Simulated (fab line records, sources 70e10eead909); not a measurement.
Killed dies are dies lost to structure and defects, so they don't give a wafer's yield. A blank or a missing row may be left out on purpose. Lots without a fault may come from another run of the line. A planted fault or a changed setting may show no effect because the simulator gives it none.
A struck lot beside a sound one | flow nand_harc | 43 steps out of a route of 1302
Sound: wafers L341.2, L341.3, L341.6. Struck: wafer L355.5. (L355.2, L355.6 of the same lot were not struck and are left out.) The cause comes at the end.
At each step with rows: each side's tool, then ch and its chambers, then its first start. Under that, the readings that differ: sound wafers | struck wafers | difference of the means | sigmas: that difference in standard deviations of wafers without a fault.
alike: readings whose means differ by less than 2 such deviations, and words and numbers that are the same on both sides. not compared: withheld readings, readings that some wafer has no value for, bounds like >300 that may hide the same value, and numbers for which the record gives no deviation and whose values overlap.
The two part at a step that has a row with sigmas, a row that says differs or no value, or rows on one side only. Numbers that don't overlap but have no deviation are shown without sigmas and don't part them. A reading that every wafer of one side lacks parts them only if that side has two wafers or more.

first, 7 steps without rows for these wafers: NHARC_A_CONTACT_COAT_35 (time 65 s); NHARC_A_CONTACT_COAT_36 (resist thk 90 nm); NHARC_A_CONTACT_SOFTBAKE_37 (time 55 s); NHARC_A_CONTACT_EBR_38; NHARC_A_CONTACT_EXPOSE_39 (exposes mask A CC 3); NHARC_A_CONTACT_PEB_40 (peb time 65 s); NHARC_A_CONTACT_DEVELOP_41 (develop time 35 s).
NHARC_A_CONTACT_CD_MEAS_42: target cd 300 nm.
  sound on cd_sem-03 ch 0, day 23 05:25; struck on cd_sem-03 ch 0, day 29 10:10
  alike: cd_nm
NHARC_A_CONTACT_OVL_MEAS_43:
  sound on overlay-01, day 23 05:31; struck on overlay-02, day 29 10:16
  reading           | sound       | struck | difference | sigmas
  overlay_y_nm (nm) | 2.2 1.8 1.2 | -0.6   | -2.3       | -3
  alike: overlay_x_nm
NHARC_A_CONTACT_INSPECT_44:
  sound on defect_inspect-01, day 23 05:32; struck on defect_inspect-01, day 29 10:18
  alike: raw_defect_count
then, 2 steps without rows for these wafers: NHARC_A_CONTACT_DESCUM_47 (chemistry O2, time 3 s); NHARC_A_CONTACT_ETCH_48 (etches the open film in CF4, target depth 39 nm, time 65 s).
NHARC_A_CONTACT_ETCH_49: etches the open film in N2/H2, target depth 260 nm, time 475.3 s.
  sound on rie_diel-08 ch 0,1,3, day 23 05:47; struck on rie_diel-08 ch 2, day 29 10:41
  reading                         | sound             | struck | difference | sigmas
  rf_vpp_V (V)                    | 429.3 433.7 434.2 | 427.0  | -5.4       | -2
  showerhead_plenum_p_Torr (Torr) | 1.98 2.16 2.20    | 1.92   | -0.19      | -2
  alike: drypump_motor_current_A, n2_flow_sccm, oes_product_au, throttle_valve_pct
  not compared: rf_hours_counter_h
then, 1 step without rows for these wafers: NHARC_A_CONTACT_ETCH_50 (etches the open film in CF4/CHF3, target depth 121 nm, time 60.5 s).
NHARC_A_CONTACT_ETCH_51: etches the open film in O2/COS, target depth 7000 nm, time 1820 s.
  sound on rie_diel-08 ch 1,3; struck on rie_diel-08 ch 0
  alike: drypump_motor_current_A, o2_flow_sccm, oes_product_au, rf_vpp_V, showerhead_plenum_p_Torr, throttle_valve_pct
  not compared: rf_hours_counter_h
then, 1 step without rows for these wafers: NHARC_A_CONTACT_ETCH_111 (etches the open film in C4F8/O2/Ar, time 140 s, target depth 700 nm).
NHARC_A_CONTACT_ETCH_112: etches the open film in C4F8/O2/Ar, time 190 s, target depth 1850 nm.
  sound on har_cap_etch-01 ch 0,1, day 23 07:38; struck on har_cap_etch-02 ch 1, day 29 12:46
  not compared: rf_hours_counter_h
then, 1 step without rows for these wafers: NHARC_A_CONTACT_ETCH_113 (etches the open film in C4F8/O2/Ar, time 190 s, target depth 1850 nm).
NHARC_A_CONTACT_ETCH_114: etches the open film in C4F8/O2/Ar, time 190 s, target depth 1850 nm.
  sound on har_cap_etch-01 ch 0,1, day 23 07:58; struck on har_cap_etch-02 ch 1, day 29 13:06
  not compared: rf_hours_counter_h
then, 1 step without rows for these wafers: NHARC_A_CONTACT_ETCH_115 (etches the open film in C4F8/O2/Ar, time 190 s, target depth 1850 nm).
NHARC_A_CONTACT_ETCH_116: etches the open film in C4F8/O2/Ar, time 190 s, target depth 1850 nm.
  sound on har_cap_etch-01 ch 0,1, day 23 08:19; struck on har_cap_etch-02 ch 1, day 29 13:26
  not compared: rf_hours_counter_h
then, 5 steps without rows for these wafers: NHARC_A_CONTACT_ETCH_117 (etches the open film in C4F8/O2/Ar, time 190 s, target depth 1850 nm); NHARC_A_CONTACT_ETCH_118 (etches the open film in C4F8/O2/Ar, time 190 s, target depth 1850 nm); NHARC_A_CONTACT_ETCH_119 (etches the open film in C4F8/O2/Ar, time 190 s, target depth 1850 nm); NHARC_A_CONTACT_ETCH_120 (etches the open film in C4F8/O2/Ar, time 190 s, target depth 1850 nm); NHARC_A_CONTACT_ETCH_121 (etches the open film in C4F8/O2/Ar, time 190 s, target depth 1850 nm).
NHARC_A_CONTACT_ETCH_122: etches the open film in C4F8/O2/Ar, time 190 s, target depth 1850 nm.
  sound on har_cap_etch-01 ch 0,1, day 23 09:20; struck on har_cap_etch-02 ch 1, day 29 14:28
  not compared: rf_hours_counter_h
then, 3 steps without rows for these wafers: NHARC_A_CONTACT_ETCH_123 (etches the open film in C4F8/O2/Ar, time 490 s, target depth 2110 nm); NHARC_A_CONTACT_ETCH_90 (etches the open film in CH3F/O2, target depth 40 nm, time 85.7 s); NHARC_A_CONTACT_ETCH_96 (etches the open film in C4F6/O2, target depth 20 nm, time 10 s).
NHARC_A_CONTACT_CD_MEAS_53:
  sound on cd_sem-01, day 23 10:44; struck on cd_sem-03, day 29 15:52
  alike: cd_nm
then, 11 steps without rows for these wafers: NHARC_A_CONTACT_STRIP_99 (strips in N2/H2); NHARC_A_CONTACT_STRIP_100 (strips in CF4/CHF3); NHARC_A_CONTACT_STRIP_101 (strips in O2/COS); NHARC_A_CONTACT_ETCH_102 (etches the open film in CF4/O2, target depth 100 nm, overetch 10 nm, time 55 s); NHARC_A_CONTACT_STRIP_55 (strips in O2); NHARC_A_CONTACT_STRIP_56 (strips in post etch residue remover, time 600 s); NHARC_A_CONTACT_DEP_57 (deposits aC, target thk 5300 nm); NHARC_A_CONTACT_DEP_58 (deposits SiON, target thk 90 nm); NHARC_A_CONTACT_DEHYDRATE_59 (time 120 s); NHARC_A_CONTACT_HMDS_60 (time 30 s); NHARC_A_CONTACT_COAT_61 (time 75 s).
-- the record jumps here: 3 days lie between the struck wafers' starts before and after (it left off in module A_CONTACT and takes up again in module END, whose first step shown is number 1302 of the route) --
NHARC_END_SORT_01:
  sound on prober-01 ch 0, day 26 14:01; struck on prober-01 ch 0, day 32 22:26
  reading             | sound | struck | difference | sigmas
  killed_at_array     | 45    | 161    | +116       | +6
  killed_at_periphery | 1     | 7      | +6         | +2
  killed_dies         | 47    | 168    | +121       | +6
  killed_open         | 8     | 4      | -4         | -2
  alike: killed_at_other, killed_short

WHERE THEY PART
First at NHARC_A_CONTACT_OVL_MEAS_43; last, within this record, at NHARC_END_SORT_01.

WHY: what the simulator had put in
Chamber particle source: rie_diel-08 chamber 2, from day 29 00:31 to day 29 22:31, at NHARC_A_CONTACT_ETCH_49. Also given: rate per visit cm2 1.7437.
